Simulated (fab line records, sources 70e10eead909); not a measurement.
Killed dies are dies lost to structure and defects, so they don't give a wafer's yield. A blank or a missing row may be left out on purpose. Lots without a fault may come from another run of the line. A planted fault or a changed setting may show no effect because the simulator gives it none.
Chamber matching | flow nand_harc | NHARC_A_STAIRCASE_STRIP_476 on rie_diel-06: 4 sister chambers
The step strips in O2, time 20 s. 16 wafers are shown with their chamber, then 8 later ones without.

WAFERS WITH THEIR CHAMBER
wafer  | chamber | showerhead_plenum_p_Torr (Torr) | drypump_motor_current_A (A) | oes_product_au (a.u.)
L074.2 | 1       | 3.76                            | 5.2                         | 1.002
L074.5 | 2       | 3.48                            | 4.9                         | 1.005
L074.6 | 3       | 3.31                            | 5.4                         | 0.996
L075.1 | 1       | 3.75                            | 5.3                         | 0.988
L075.2 | 2       | 3.46                            | 4.9                         | 0.999
L075.3 | 0       | 3.35                            | 5.4                         | 0.997
L082.1 | 1       | 3.75                            | 5.2                         | 0.992
L082.2 | 3       | 3.30                            | 5.4                         | 0.995
L082.4 | 2       | 3.46                            | 4.9                         | 0.995
L084.1 | 2       | 3.46                            | 4.9                         | 1.003
L084.2 | 1       | 3.75                            | 5.3                         | 0.990
L084.6 | 1       | 3.75                            | 5.2                         | 0.994
L089.1 | 0       | 3.34                            | 5.4                         | 1.007
L089.4 | 3       | 3.29                            | 5.4                         | 0.988
L089.5 | 0       | 3.34                            | 5.4                         | 1.003
L088.1 | 1       | 3.73                            | 5.2                         | 1.006

SIGNATURES (means of the wafers above)
reading                  | chamber 0 | chamber 1 | chamber 2 | chamber 3 | scatter within a chamber
showerhead_plenum_p_Torr | 3.3433    | 3.7483    | 3.4650    | 3.3000    | 0.00935
drypump_motor_current_A  | 5.400     | 5.233     | 4.900     | 5.400     | 0.0333
oes_product_au           | 1.00233   | 0.99533   | 1.00050   | 0.99300   | 0.00578
Rule: a wafer's distance from a chamber is the root of the sum, over the readings, of the square of ((its reading less the chamber's mean) divided by the reading's scatter). The wafer belongs to the nearest chamber; if the next one is less than 2 further off, it can't be placed. The scatter: the root of (the sum of the squares of (reading less its chamber's mean) over the shown wafers, divided by (wafers less chambers)).

WAFERS WITHOUT THEIR CHAMBER
wafer  | showerhead_plenum_p_Torr (Torr) | drypump_motor_current_A (A) | oes_product_au (a.u.)
L088.5 | 3.34                            | 5.4                         | 0.994
L088.6 | 3.73                            | 5.2                         | 1.012
L092.2 | 3.73                            | 5.2                         | 0.996
L092.3 | 3.29                            | 5.4                         | 0.989
L092.4 | 3.34                            | 5.4                         | 1.002
L093.3 | 3.45                            | 4.9                         | 0.993
L093.5 | 3.73                            | 5.3                         | 1.003
L093.6 | 3.33                            | 5.4                         | 1.013

WHICH CHAMBER EACH WENT THROUGH
wafer  | from the rows above | in truth
L088.5 | 0                   | 0
L088.6 | 1                   | 1
L092.2 | 1                   | 1
L092.3 | 3                   | 3
L092.4 | 0                   | 0
L093.3 | 2                   | 2
L093.5 | 1                   | 1
L093.6 | 0                   | 0
Placed correctly: 8 of 8. Can't be placed from these rows: 0. Placed wrongly: 0.
